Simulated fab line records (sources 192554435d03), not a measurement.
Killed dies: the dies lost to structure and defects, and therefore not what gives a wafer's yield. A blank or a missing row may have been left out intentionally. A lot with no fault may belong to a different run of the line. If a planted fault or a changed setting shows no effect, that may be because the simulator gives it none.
Split-lot trial / flow n5 finfet / 21 wafers read across 7 lots, on a route 1938 steps long

THE SPLIT ITSELF
At N5_MIM_BOT_ETCH_ETCH_00 (etches TiN in Cl2/BCl3, target depth 45.5 nm), the setting icp w was moved away from the recipe's 1000 W on 7 of the 21 wafers read, by -10.3% to +16.7%. For the rest of the wafers, this setting stayed at what the recipe calls for.

The reading comes from the split's own step.

THE READING
etch.depth nm (the simulator's own value, which no gauge read), in nm, at N5_MIM_BOT_ETCH_ETCH_00 (etches TiN in Cl2/BCl3, target depth 45.5 nm). No usual value for it is given in the file. The 14 wafers here that ran the recipe average 46.57 nm, standard deviation 1.2 nm.

wafer=L074.1; tool, chamber at the split=rie metal-03, 1; icp w as run, W=1057; against the recipe=+5.7%; etch.depth nm, nm=49.43; against lot-mates on the recipe=+4.08
wafer=L074.2; tool, chamber at the split=rie metal-03, 0; icp w as run, W=1000; against the recipe=recipe; etch.depth nm, nm=45.33; against lot-mates on the recipe=-
wafer=L074.4; tool, chamber at the split=rie metal-03, 0; icp w as run, W=1000; against the recipe=recipe; etch.depth nm, nm=45.37; against lot-mates on the recipe=-
wafer=L077.1; tool, chamber at the split=rie metal-03, 1; icp w as run, W=897.1; against the recipe=-10.3%; etch.depth nm, nm=43.3; against lot-mates on the recipe=no lot-mate on the recipe
wafer=L077.6; tool, chamber at the split=rie metal-03, 1; icp w as run, W=897.1; against the recipe=-10.3%; etch.depth nm, nm=43.3; against lot-mates on the recipe=no lot-mate on the recipe
wafer=L077.5; tool, chamber at the split=rie metal-03, 0; icp w as run, W=897.1; against the recipe=-10.3%; etch.depth nm, nm=41.63; against lot-mates on the recipe=no lot-mate on the recipe
wafer=L079.1; tool, chamber at the split=rie metal-02, 1; icp w as run, W=1000; against the recipe=recipe; etch.depth nm, nm=45.46; against lot-mates on the recipe=-
wafer=L079.2; tool, chamber at the split=rie metal-02, 0; icp w as run, W=1000; against the recipe=recipe; etch.depth nm, nm=44.88; against lot-mates on the recipe=-
wafer=L079.3; tool, chamber at the split=rie metal-02, 0; icp w as run, W=1000; against the recipe=recipe; etch.depth nm, nm=44.98; against lot-mates on the recipe=-
wafer=L080.1; tool, chamber at the split=rie metal-01, 0; icp w as run, W=1000; against the recipe=recipe; etch.depth nm, nm=48.23; against lot-mates on the recipe=-
wafer=L080.4; tool, chamber at the split=rie metal-01, 0; icp w as run, W=1000; against the recipe=recipe; etch.depth nm, nm=48.4; against lot-mates on the recipe=-
wafer=L080.6; tool, chamber at the split=rie metal-01, 1; icp w as run, W=1000; against the recipe=recipe; etch.depth nm, nm=47.11; against lot-mates on the recipe=-
wafer=L084.2; tool, chamber at the split=rie metal-01, 1; icp w as run, W=1000; against the recipe=recipe; etch.depth nm, nm=46.72; against lot-mates on the recipe=-
wafer=L084.3; tool, chamber at the split=rie metal-01, 1; icp w as run, W=1000; against the recipe=recipe; etch.depth nm, nm=47.05; against lot-mates on the recipe=-
wafer=L084.6; tool, chamber at the split=rie metal-01, 1; icp w as run, W=1000; against the recipe=recipe; etch.depth nm, nm=46.98; against lot-mates on the recipe=-
wafer=L090.2; tool, chamber at the split=rie metal-03, 0; icp w as run, W=1000; against the recipe=recipe; etch.depth nm, nm=45.75; against lot-mates on the recipe=-
wafer=L090.4; tool, chamber at the split=rie metal-03, 0; icp w as run, W=1167; against the recipe=+16.7%; etch.depth nm, nm=52.33; against lot-mates on the recipe=+5.66
wafer=L090.5; tool, chamber at the split=rie metal-03, 1; icp w as run, W=1000; against the recipe=recipe; etch.depth nm, nm=47.58; against lot-mates on the recipe=-
wafer=L092.1; tool, chamber at the split=rie metal-01, 0; icp w as run, W=1053; against the recipe=+5.3%; etch.depth nm, nm=50.64; against lot-mates on the recipe=+2.56
wafer=L092.2; tool, chamber at the split=rie metal-01, 1; icp w as run, W=1053; against the recipe=+5.3%; etch.depth nm, nm=49.15; against lot-mates on the recipe=+1.07
wafer=L092.3; tool, chamber at the split=rie metal-01, 0; icp w as run, W=1000; against the recipe=recipe; etch.depth nm, nm=48.08; against lot-mates on the recipe=-

THE FIT
A straight line over all 21 wafers: etch.depth nm changes by +0.388 nm for each +1% of icp w; r = +0.89; the points scatter about the line by 1.2 nm.
The same after taking each lot's own level away (the mean of its wafers on the recipe; 18 wafers): +0.367 nm for each +1%; r = +0.91; scatter 0.71 nm.
That fit puts the effect of the largest move of icp w on the reading at 6.1 nm.
Measured against the standard deviation above, the lots' own levels, which go from 45.107 to 48.080 nm, span 2.5 times it.
Hence the lot-to-lot level has little effect on the slope; both slopes agree.
Check: for one of the wafers moved furthest among these (+16.7%), held out of the fit, the line's prediction against its lot-mates is +8.02 nm. It came out at +5.66 nm against them.

ADDITIONAL SPLITS CARRIED BY THESE WAFERS
Other splits were also applied to these wafers ahead of the reading. Each is held against what the fit with the lots' levels taken away leaves over:
other split on the same wafers=N5_BEOL_M15_PEB_26 peb temp c; wafers away from the commonest value=8; r with etch.depth nm (lot level and that fit taken away)=-0.15
other split on the same wafers=N5_MIM_BOT_LITHO_EXPOSE_05 dose mj; wafers away from the commonest value=9; r with etch.depth nm (lot level and that fit taken away)=+0.23

FILE'S OWN FIT
etch.depth nm changes by +0.376 nm for each +1% of icp w, r = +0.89.
